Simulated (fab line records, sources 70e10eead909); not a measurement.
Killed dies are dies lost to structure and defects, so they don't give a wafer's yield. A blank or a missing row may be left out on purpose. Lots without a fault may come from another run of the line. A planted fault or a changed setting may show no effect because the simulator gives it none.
Which tool did it? | flow nand_harc | 12 lots, 35 wafers sampled, at 7 steps of a route of 1159

WHAT THE GAUGES READ, wafer by wafer
NHARC_A_BLC_CD_MEAS_10: target cd 100 nm. Usual: cd_nm 100.0 nm, standard deviation 0.47.
lot  | measured     | on        | cd_nm (nm)        | flag
L136 | day 18 04:03 | cd_sem-01 | 99.8 99.3 99.3    |
L138 | day 18 05:55 | cd_sem-02 | 100.6 100.7 100.3 |
L140 | day 18 22:13 | cd_sem-02 | 99.7 99.6 99.4    |
L141 | day 18 23:35 | cd_sem-02 | 100.4 100.7 100.0 |
L148 | day 20 14:20 | cd_sem-02 | 104.5 99.5        | OFF
L150 | day 20 19:46 | cd_sem-03 | 105.2 104.9 100.5 | OFF
L149 | day 20 20:22 | cd_sem-01 | 104.6 103.9 99.5  | OFF
L151 | day 21 23:35 | cd_sem-03 | 99.6 100.0 99.9   |
L152 | day 22 00:34 | cd_sem-02 | 100.0 99.6 100.5  |
L154 | day 22 07:36 | cd_sem-03 | 99.7 100.4 100.1  |
L156 | day 22 11:58 | cd_sem-01 | 100.1 100.2 99.8  |
L155 | day 22 17:20 | cd_sem-02 | 100.3 100.4 99.7  |

NHARC_A_BLC_CD_MEAS_19. Usual: cd_nm 100.3 nm, standard deviation 1.7.
lot  | measured     | on        | cd_nm (nm)        | flag
L136 | day 18 05:23 | cd_sem-01 | 100.2 98.2 98.6   |
L138 | day 18 07:04 | cd_sem-01 | 100.3 96.8 100.8  |
L140 | day 18 23:26 | cd_sem-03 | 99.4 99.6 100.1   |
L141 | day 19 00:48 | cd_sem-03 | 99.8 98.2 97.8    |
L148 | day 20 15:29 | cd_sem-02 | 102.7 101.8       |
L150 | day 20 20:55 | cd_sem-01 | 106.1 107.6 101.0 |
L149 | day 20 21:31 | cd_sem-01 | 106.4 105.5 99.8  |
L151 | day 22 00:44 | cd_sem-01 | 101.5 100.9 101.5 |
L152 | day 22 01:46 | cd_sem-01 | 101.4 98.5 98.7   |
L154 | day 22 08:46 | cd_sem-01 | 100.5 102.0 101.6 |
L156 | day 22 13:41 | cd_sem-03 | 100.8 102.0 101.4 |
L155 | day 22 18:54 | cd_sem-03 | 103.4 102.5 100.3 |

NHARC_END_SORT_01. Usual: killed_at_array 27, standard deviation 11; killed_at_other 0.8, standard deviation 1.4; killed_at_periphery 3.3, standard deviation 2; killed_dies 31, standard deviation 11; killed_open 3.4, standard deviation 1.8; killed_short 2.1, standard deviation 1.3.
lot  | measured     | on        | killed_at_array | killed_at_other | killed_at_periphery | killed_dies | killed_open | killed_short | flag
L136 | day 20 07:22 | prober-02 | 24 25 20        | 1 0 1           | 0 5 3               | 25 30 24    | 3 3 3       | 1 3 1        |
L138 | day 20 14:44 | prober-01 | 24 15 18        | 1 0 2           | 5 3 6               | 30 18 26    | 3 3 3       | 2 1 3        |
L140 | day 20 23:54 | prober-02 | 21 24 16        | 0 1 0           | 3 3 3               | 24 28 19    | 4 3 4       | 3 4 1        |
L141 | day 20 21:41 | prober-01 | 16 17 14        | 4 9 7           | 2 1 3               | 22 27 24    | 5 0 2       | 1 1 1        | OFF
L148 | day 22 11:56 | prober-01 | 32 44           | 0 0             | 2 2                 | 34 46       | 2 4         | 0 4          |
L150 | day 23 10:21 | prober-01 | 11 9 19         | 0 0 0           | 4 6 8               | 15 15 27    | 3 1 5       | 1 1 1        |
L149 | day 23 10:17 | prober-02 | 38 34 32        | 2 1 4           | 3 3 6               | 43 38 42    | 3 2 4       | 2 4 0        |
L151 | day 23 19:26 | prober-01 | 14 15 19        | 1 1 0           | 3 3 1               | 18 19 20    | 4 2 3       | 2 1 1        |
L152 | day 23 19:26 | prober-02 | 19 31 36        | 0 1 0           | 5 8 7               | 24 40 43    | 1 7 1       | 2 4 3        |
L154 | day 24 08:11 | prober-01 | 39 40 42        | 0 1 0           | 3 3 3               | 42 44 45    | 1 2 3       | 1 3 0        |
L156 | day 24 16:50 | prober-01 | 48 45 55        | 0 0 1           | 4 4 5               | 52 49 61    | 4 7 4       | 3 2 7        |
L155 | day 24 15:59 | prober-02 | 32 25 38        | 0 1 1           | 4 4 2               | 36 30 41    | 5 2 5       | 2 3 1        |

WHICH TOOL RAN EACH LOT (tool, then ch and the chambers of the sampled wafers, then the start)
lot  | NHARC_A_CONTACT_ETCH_139             | NHARC_A_CONTACT_CVD_19                   | NHARC_A_BLC_PEB_08                | NHARC_A_BLC_STRIP_29
L136 | har_cap_etch-02 ch 0,1, day 17 21:49 | cvd_w-02 ch 0,1, day 18 03:58 or earlier | litho_track-06 ch 0, day 18 03:58 | rie_diel-06 ch 2,3, day 18 05:28
L138 | har_cap_etch-02 ch 0,1, day 18 02:25 | cvd_w-02 ch 0,1, day 18 05:49 or earlier | litho_track-04 ch 0, day 18 05:49 | rie_diel-07 ch 0,1,3, day 18 07:08
L140 | har_cap_etch-01 ch 0,1, day 18 17:40 | cvd_w-02 ch 0,1, day 18 22:08 or earlier | litho_track-01 ch 0, day 18 22:08 | rie_diel-07 ch 1,3, day 18 23:30
L141 | har_cap_etch-01 ch 0,1, day 18 20:10 | cvd_w-02 ch 0,1, day 18 23:30 or earlier | litho_track-01 ch 0, day 18 23:30 | rie_diel-06 ch 1,2, day 19 00:53
L148 | har_cap_etch-03 ch 0,1, day 20 09:56 | cvd_w-02 ch 0, day 20 14:15 or earlier   | litho_track-01 ch 0, day 20 14:15 | rie_diel-11 ch 0,1, day 20 15:35
L150 | har_cap_etch-01 ch 0,1, day 20 14:33 | cvd_w-02 ch 0,1, day 20 19:41 or earlier | litho_track-01 ch 0, day 20 19:41 | rie_diel-06 ch 2,3, day 20 20:59
L149 | har_cap_etch-02 ch 0,1, day 20 15:26 | cvd_w-01 ch 0,1, day 20 20:17 or earlier | litho_track-01 ch 0, day 20 20:17 | rie_diel-07 ch 1,2,3, day 20 21:36
L151 | har_cap_etch-01 ch 0,1, day 21 19:54 | cvd_w-01 ch 0,1, day 21 21:47            | litho_track-04 ch 0, day 21 23:30 | rie_diel-07 ch 1,2, day 22 00:49
L152 | har_cap_etch-01 ch 1, day 21 20:49   | cvd_w-01 ch 0,1, day 22 00:29 or earlier | litho_track-06 ch 0, day 22 00:29 | rie_diel-06 ch 1,3, day 22 01:50
L154 | har_cap_etch-01 ch 0,1, day 22 01:38 | cvd_w-01 ch 0,1, day 22 07:31 or earlier | litho_track-04 ch 0, day 22 07:31 | rie_diel-11 ch 0,1,2, day 22 08:52
L156 | har_cap_etch-02 ch 0,1, day 22 05:02 | cvd_w-02 ch 0,1, day 22 11:53 or earlier | litho_track-06 ch 0, day 22 11:53 | rie_diel-07 ch 1,2, day 22 13:45
L155 | har_cap_etch-01 ch 0,1, day 22 10:23 | cvd_w-02 ch 0,1, day 22 17:14 or earlier | litho_track-04 ch 0, day 22 17:14 | rie_diel-11 ch 1,2,3, day 22 18:59
- NHARC_A_CONTACT_ETCH_139: etches the open film in C4F8/O2/Ar, time 137 s, target depth 590 nm.
- NHARC_A_CONTACT_CVD_19: deposits W, target thk 300 nm, time 802 s.
- NHARC_A_BLC_PEB_08: peb time 65 s.
- NHARC_A_BLC_STRIP_29: strips in CF4.

WHAT THE TOOLS THEMSELVES READ (means of the sampled wafers that have a number; where no wafer has one, the mark that the record gives instead)
NHARC_A_CONTACT_CVD_19. Usual: heater_power_w 471 W, standard deviation 32; throttle_valve_pct 7.99 %, standard deviation 0.19.
lot  | tool     | heater_power_w (W) | throttle_valve_pct (%) | flag
L136 | cvd_w-02 | 495                | 7.95                   |
L138 | cvd_w-02 | 496                | 7.83                   |
L140 | cvd_w-02 | 499                | 8.01                   |
L141 | cvd_w-02 | 487                | 8.07                   |
L148 | cvd_w-02 | 502                | 8.12                   |
L150 | cvd_w-02 | 485                | 8.10                   |
L149 | cvd_w-01 | 436                | 7.89                   |
L151 | cvd_w-01 | 429                | 7.75                   |
L152 | cvd_w-01 | 418                | 7.73                   |
L154 | cvd_w-01 | 418                | 7.83                   |
L156 | cvd_w-02 | 492                | 8.13                   |
L155 | cvd_w-02 | 499                | 8.11                   |

NHARC_A_BLC_STRIP_29. Usual: drypump_motor_current_A 5.6 A, standard deviation 0.34; oes_product_au 1.000 a.u., standard deviation 0.0068; rf_vpp_V 59.5 V, standard deviation 0.91; showerhead_plenum_p_Torr 1.78 Torr, standard deviation 0.077; throttle_valve_pct 13.283 %, standard deviation 0.011.
lot  | tool        | drypump_motor_current_A (A) | oes_product_au (a.u.) | rf_vpp_V (V) | showerhead_plenum_p_Torr (Torr) | throttle_valve_pct (%) | flag
L136 | rie_diel-06 | 5.7                         | 0.998                 | 60.1         | 1.85                            | 13.273                 |
L138 | rie_diel-07 | 5.5                         | 0.999                 | 59.7         | 1.72                            | 13.290                 |
L140 | rie_diel-07 | 5.3                         | 0.994                 | 59.8         | 1.72                            | 13.289                 |
L141 | rie_diel-06 | 6.2                         | 0.993                 | 60.8         | 1.89                            | 13.286                 |
L148 | rie_diel-11 | 5.6                         | 0.998                 | 58.8         | 1.88                            | 13.282                 |
L150 | rie_diel-06 | 5.6                         | 0.994                 | 59.2         | 1.86                            | 13.274                 |
L149 | rie_diel-07 | 5.4                         | 1.002                 | 58.8         | 1.76                            | 13.283                 |
L151 | rie_diel-07 | 5.4                         | 0.994                 | 59.2         | 1.78                            | 13.292                 |
L152 | rie_diel-06 | 6.1                         | 0.996                 | 59.6         | 1.89                            | 13.279                 |
L154 | rie_diel-11 | 5.3                         | 1.001                 | 59.9         | 1.87                            | 13.278                 |
L156 | rie_diel-07 | 5.4                         | 0.999                 | 59.8         | 1.78                            | 13.283                 |
L155 | rie_diel-11 | 5.3                         | 0.998                 | 60.6         | 1.88                            | 13.288                 |

THE ANSWER, worked out from the rows above alone
Rule: a lot is off if the mean of its wafers that have a number lies more than 3 standard deviations from the usual mean. A lot without any number at a reading at which 4 lots or more have one is off too. The other lots that the step has rows for count as sound. The gauges are gone through in route order, then the tools' own readings, and for those a lot's mean is taken as printed above. The first step at which some lot is off is used, and at that step the reading that is off furthest; a lot without a number counts as furthest.
Off: L148, L150, L149, at NHARC_A_BLC_CD_MEAS_10 (cd_nm).
A tool fits if, at a process step before that reading, it ran every lot that is off, and no sound lot after the first of them. The gauges at NHARC_A_BLC_CD_MEAS_10 are tried like those tools. NHARC_A_CONTACT_CVD_19 gives no start for some lots, so the hours and the order of its lots are those of NHARC_A_BLC_PEB_08. One fits: litho_track-01 at NHARC_A_BLC_PEB_08. Its last sound lot is L141 (day 18 23:30), its first lot that is off L148 (day 20 14:15): a fault that began between those two fits.

WHAT THE SIMULATOR HAD PUT IN
Process parameter drift: litho_track-01, from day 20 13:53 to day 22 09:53, at NHARC_A_BLC_PEB_08. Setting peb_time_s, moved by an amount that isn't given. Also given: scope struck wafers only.
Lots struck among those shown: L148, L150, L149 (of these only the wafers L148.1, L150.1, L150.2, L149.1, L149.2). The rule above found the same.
